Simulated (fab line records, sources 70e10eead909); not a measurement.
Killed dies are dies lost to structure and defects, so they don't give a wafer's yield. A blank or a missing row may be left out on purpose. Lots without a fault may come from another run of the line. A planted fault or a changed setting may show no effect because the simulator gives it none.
Which tool did it? | flow nand_harc | 14 lots, 39 wafers sampled, at 5 steps of a route of 1159

WHAT THE GAUGES READ, wafer by wafer
NHARC_END_SORT_01. Usual: killed_at_array 29, standard deviation 11; killed_at_other 0.6, standard deviation 0.92; killed_at_periphery 3.2, standard deviation 2; killed_dies 33, standard deviation 11; killed_open 3.2, standard deviation 2; killed_short 1.9, standard deviation 1.5.
lot  | measured     | on        | killed_at_array | killed_at_other | killed_at_periphery | killed_dies | killed_open | killed_short | flag
L725 | day 22 17:50 | prober-02 | 40 606          | 0 0             | 4 4                 | 44 610      | 5 5         | 3 4          | OFF
L728 | day 24 19:22 | prober-02 | 43 631          | 2 2             | 2 1                 | 47 634      | 2 5         | 0 1          | OFF

WHICH TOOL RAN EACH LOT (tool, then ch and the chambers of the sampled wafers, then the start)
lot  | NHARC_A_STAIRCASE_TRIM_16                     | NHARC_A_STAIRCASE_ETCH_194                    | NHARC_A_STAIRCASE_ETCH_197         | NHARC_A_STAIRCASE_STRIP_205
L710 | rie_diel-11 ch 2,3, day 11 02:25 or earlier   | rie_diel-12 ch 0,2,3, day 11 02:25 or earlier | rie_diel-04 ch 0,3, day 11 02:25   | plasma_asher-01 ch 0,1, day 11 04:16
L711 | rie_diel-11 ch 0,3, day 11 12:19 or earlier   | rie_diel-04 ch 0,2, day 11 12:19              | rie_diel-04 ch 0,1,2, day 11 12:41 | plasma_asher-02 ch 0,1, day 11 13:34
L713 | rie_diel-04 ch 1,2, day 12 00:28 or earlier   | rie_diel-11 ch 0,2, day 12 00:28 or earlier   | rie_diel-11 ch 0,1,2, day 12 00:28 | plasma_asher-01 ch 0,1, day 12 01:23
L717 | rie_diel-04 ch 0,1,3, day 12 14:46 or earlier | rie_diel-11 ch 0,1, day 12 14:46 or earlier   | rie_diel-11 ch 0,2,3, day 12 14:46 | plasma_asher-02 ch 0,1, day 12 15:46
L716 | rie_diel-11 ch 0,1, day 12 14:58 or earlier   | rie_diel-04 ch 0,2,3, day 12 14:58 or earlier | rie_diel-12 ch 0,1,3, day 12 14:58 | plasma_asher-02 ch 0,1, day 12 15:54
L719 | rie_diel-12 ch 0,1,3, day 13 10:26 or earlier | rie_diel-11 ch 0,2,3, day 13 10:26 or earlier | rie_diel-11 ch 1,2,3, day 13 10:26 | plasma_asher-01 ch 0,1, day 13 12:45
L718 | rie_diel-12 ch 1,2, day 13 10:59 or earlier   | rie_diel-12 ch 1,2, day 13 10:59 or earlier   | rie_diel-12 ch 0,2,3, day 13 10:59 | plasma_asher-01 ch 0,1, day 13 11:56
L723 | rie_diel-04 ch 0,2,3, day 14 08:38 or earlier | rie_diel-12 ch 0,1,3, day 14 08:38 or earlier | rie_diel-11 ch 1,3, day 14 08:38   | plasma_asher-01 ch 0,1, day 14 10:08
L725 | rie_diel-11 ch 0,1, day 14 17:14 or earlier   | rie_diel-11 ch 0,1, day 14 17:14 or earlier   | rie_diel-11 ch 2, day 14 17:14     | plasma_asher-01 ch 0,1, day 14 18:24
L726 | rie_diel-11 ch 1,2,3, day 15 04:01 or earlier | rie_diel-12 ch 0,1,2, day 15 04:01 or earlier | rie_diel-12 ch 0,2,3, day 15 04:01 | plasma_asher-01 ch 0,1, day 15 04:56
L727 | rie_diel-12 ch 1,3, day 15 16:51 or earlier   | rie_diel-11 ch 2,3, day 15 16:51 or earlier   | rie_diel-11 ch 0,1, day 15 16:51   | plasma_asher-01 ch 0,1, day 15 17:48
L728 | rie_diel-04 ch 0,3, day 15 22:27 or earlier   | rie_diel-11 ch 0,1, day 15 22:27 or earlier   | rie_diel-11 ch 0,2, day 15 22:27   | plasma_asher-02 ch 0, day 15 23:22
L732 | rie_diel-04 ch 0,1,3, day 16 13:31 or earlier | rie_diel-04 ch 0,1,2, day 16 13:31 or earlier | rie_diel-04 ch 0,1,3, day 16 13:31 | plasma_asher-01 ch 0,1, day 16 14:43
L731 | rie_diel-04 ch 0,1,3, day 17 00:33 or earlier | rie_diel-11 ch 1,2,3, day 17 00:33 or earlier | rie_diel-04 ch 0,1,2, day 17 00:33 | plasma_asher-02 ch 0,1, day 17 01:32
- NHARC_A_STAIRCASE_TRIM_16: chemistry O2, time 211.2 s.
- NHARC_A_STAIRCASE_ETCH_194: etches the open film in C4F8/O2, target depth 100 nm, time 40.5 s.
- NHARC_A_STAIRCASE_ETCH_197: etches the open film in C4F8/O2, target depth 100 nm, time 40.5 s.
- NHARC_A_STAIRCASE_STRIP_205: strips in O2.

WHAT THE TOOLS THEMSELVES READ (means of the sampled wafers that have a number; where no wafer has one, the mark that the record gives instead)
NHARC_A_STAIRCASE_TRIM_16. Usual: drypump_motor_current_A 5.6 A, standard deviation 0.51; oes_product_au 1.002 a.u., standard deviation 0.0067; rf_vpp_V 57.7 V, standard deviation 0.88; showerhead_plenum_p_Torr 3.49 Torr, standard deviation 0.16; throttle_valve_pct 17.037 %, standard deviation 0.0092.
lot  | tool        | drypump_motor_current_A (A) | oes_product_au (a.u.) | rf_vpp_V (V) | showerhead_plenum_p_Torr (Torr) | throttle_valve_pct (%) | flag
L710 | rie_diel-11 | 5.2                         | 1.006                 | 57.6         | 3.72                            | 17.033                 |
L711 | rie_diel-11 | 5.4                         | 1.004                 | 57.8         | 3.46                            | 17.034                 |
L713 | rie_diel-04 | 6.0                         | 0.997                 | 57.8         | 3.43                            | 17.034                 |
L717 | rie_diel-04 | 5.5                         | 1.003                 | 58.0         | 3.46                            | 17.033                 |
L716 | rie_diel-11 | 5.5                         | 1.002                 | 57.3         | 3.32                            | 17.032                 |
L719 | rie_diel-12 | 5.6                         | 1.001                 | 56.7         | 3.51                            | 17.038                 |
L718 | rie_diel-12 | 5.3                         | 0.994                 | 57.0         | 3.41                            | 17.035                 |
L723 | rie_diel-04 | 5.3                         | 1.006                 | 57.2         | 3.47                            | 17.035                 |
L725 | rie_diel-11 | 5.8                         | 1.013                 | 56.7         | 3.32                            | 17.040                 |
L726 | rie_diel-11 | 5.7                         | 1.003                 | 56.3         | 3.59                            | 17.050                 |
L727 | rie_diel-12 | 5.5                         | 0.995                 | 58.0         | 3.50                            | 17.027                 |
L728 | rie_diel-04 | 5.2                         | 1.006                 | 58.0         | 3.48                            | 17.038                 |
L732 | rie_diel-04 | 5.5                         | 1.006                 | 57.7         | 3.45                            | 17.042                 |
L731 | rie_diel-04 | 5.5                         | 1.003                 | 58.6         | 3.45                            | 17.032                 |

NHARC_A_STAIRCASE_ETCH_194. Usual: oes_product_au 0.946 a.u., standard deviation 0.016; rf_vpp_V 895 V, standard deviation 6; run_length_s 61.8 s, standard deviation 0.41.
lot  | tool        | oes_product_au (a.u.) | rf_vpp_V (V) | run_length_s (s) | flag
L710 | rie_diel-12 | 0.941                 | 897          | 61.7             |
L711 | rie_diel-04 | 1.006                 | 892          | 61.6             | OFF
L713 | rie_diel-11 | 0.951                 | 892          | 61.4             |
L717 | rie_diel-11 | 0.948                 | 889          | 61.6             |
L716 | rie_diel-04 | 0.941                 | 894          | 62.0             |
L719 | rie_diel-11 | 0.946                 | 898          | 61.5             |
L718 | rie_diel-12 | 0.937                 | 892          | 62.0             |
L723 | rie_diel-12 | 0.950                 | 896          | 61.7             |
L725 | rie_diel-11 | 0.952                 | 889          | 61.7             |
L726 | rie_diel-12 | 0.943                 | 894          | 61.8             |
L727 | rie_diel-11 | 0.940                 | 903          | 61.7             |
L728 | rie_diel-11 | 0.948                 | 888          | 61.6             |
L732 | rie_diel-04 | 0.916                 | 891          | 61.9             |
L731 | rie_diel-11 | 0.946                 | 898          | 61.9             |

NHARC_A_STAIRCASE_ETCH_197. Usual: oes_product_au 0.951 a.u., standard deviation 0.016; rf_vpp_V 894 V, standard deviation 5.3; run_length_s 61.8 s, standard deviation 0.42.
lot  | tool        | oes_product_au (a.u.) | rf_vpp_V (V) | run_length_s (s) | flag
L710 | rie_diel-04 | 0.957                 | 897          | 62.1             |
L711 | rie_diel-04 | 0.974                 | 892          | 62.0             |
L713 | rie_diel-11 | 0.943                 | 894          | 61.4             |
L717 | rie_diel-11 | 0.950                 | 897          | 61.5             |
L716 | rie_diel-12 | 0.957                 | 895          | 62.0             |
L719 | rie_diel-11 | 0.949                 | 899          | 61.6             |
L718 | rie_diel-12 | 0.943                 | 897          | 61.5             |
L723 | rie_diel-11 | 0.971                 | 899          | 62.3             |
L725 | rie_diel-11 | 0.931                 | 902          | 55.7             | OFF
L726 | rie_diel-12 | 0.943                 | 897          | 61.6             |
L727 | rie_diel-11 | 0.952                 | 888          | 56.0             | OFF
L728 | rie_diel-11 | 0.948                 | 894          | 56.0             | OFF
L732 | rie_diel-04 | 0.934                 | 892          | 62.2             |
L731 | rie_diel-04 | 0.963                 | 890          | 62.0             |

NHARC_A_STAIRCASE_STRIP_205. Usual: drypump_motor_current_A 5.3 A, standard deviation 0.36; heater_power_w 311 W, standard deviation 15; rf_refl_power_W 19 W, standard deviation 6.6.
lot  | tool            | drypump_motor_current_A (A) | heater_power_w (W) | rf_refl_power_W (W) | flag
L710 | plasma_asher-01 | 5.4                         | 308                | -                   | OFF
L711 | plasma_asher-02 | 5.6                         | 325                | 14                  |
L713 | plasma_asher-01 | 5.1                         | 301                | -                   | OFF
L717 | plasma_asher-02 | 5.5                         | 319                | 14                  |
L716 | plasma_asher-02 | 5.5                         | 324                | 15                  |
L719 | plasma_asher-01 | 5.4                         | 306                | 24                  |
L718 | plasma_asher-01 | 5.3                         | 310                | 24                  |
L723 | plasma_asher-01 | 5.2                         | 303                | 21                  |
L725 | plasma_asher-01 | 5.2                         | 305                | -                   | OFF
L726 | plasma_asher-01 | 5.1                         | 298                | 20                  |
L727 | plasma_asher-01 | 5.2                         | 306                | -                   | OFF
L728 | plasma_asher-02 | 5.8                         | 336                | 12                  |
L732 | plasma_asher-01 | 5.1                         | 303                | 20                  |
L731 | plasma_asher-02 | 5.5                         | 318                | 14                  |

THE ANSWER, worked out from the rows above alone
Rule: a lot is off if the mean of its wafers that have a number lies more than 3 standard deviations from the usual mean. A lot without any number at a reading at which 4 lots or more have one is off too. The other lots that the step has rows for count as sound. The gauges are gone through in route order, then the tools' own readings, and for those a lot's mean is taken as printed above. The first step at which some lot is off is used, and at that step the reading that is off furthest; a lot without a number counts as furthest.
Off: L725, L728, at NHARC_END_SORT_01 (killed_at_array). Neither off nor sound, because the step has no rows for them: L710, L711, L713, L717, L716, L719, L718, L723, L726, L727, L732, L731.
A tool fits if, at a process step before that reading, it ran every lot that is off, and no sound lot after the first of them. The gauges at NHARC_END_SORT_01 aren't tried: what is off there is off at NHARC_A_STAIRCASE_ETCH_197 too, on other tools, and a gauge's error can't cause that. NHARC_A_STAIRCASE_TRIM_16 gives no start for some lots, so the hours and the order of its lots are those of NHARC_A_STAIRCASE_ETCH_197. NHARC_A_STAIRCASE_ETCH_194 gives no start for some lots, so the hours and the order of its lots are those of NHARC_A_STAIRCASE_ETCH_197. One fits: rie_diel-11 at NHARC_A_STAIRCASE_ETCH_194 and NHARC_A_STAIRCASE_ETCH_197. It ran no sound lot before its first lot that is off in this sample, so the start can't be narrowed down.

WHAT THE SIMULATOR HAD PUT IN
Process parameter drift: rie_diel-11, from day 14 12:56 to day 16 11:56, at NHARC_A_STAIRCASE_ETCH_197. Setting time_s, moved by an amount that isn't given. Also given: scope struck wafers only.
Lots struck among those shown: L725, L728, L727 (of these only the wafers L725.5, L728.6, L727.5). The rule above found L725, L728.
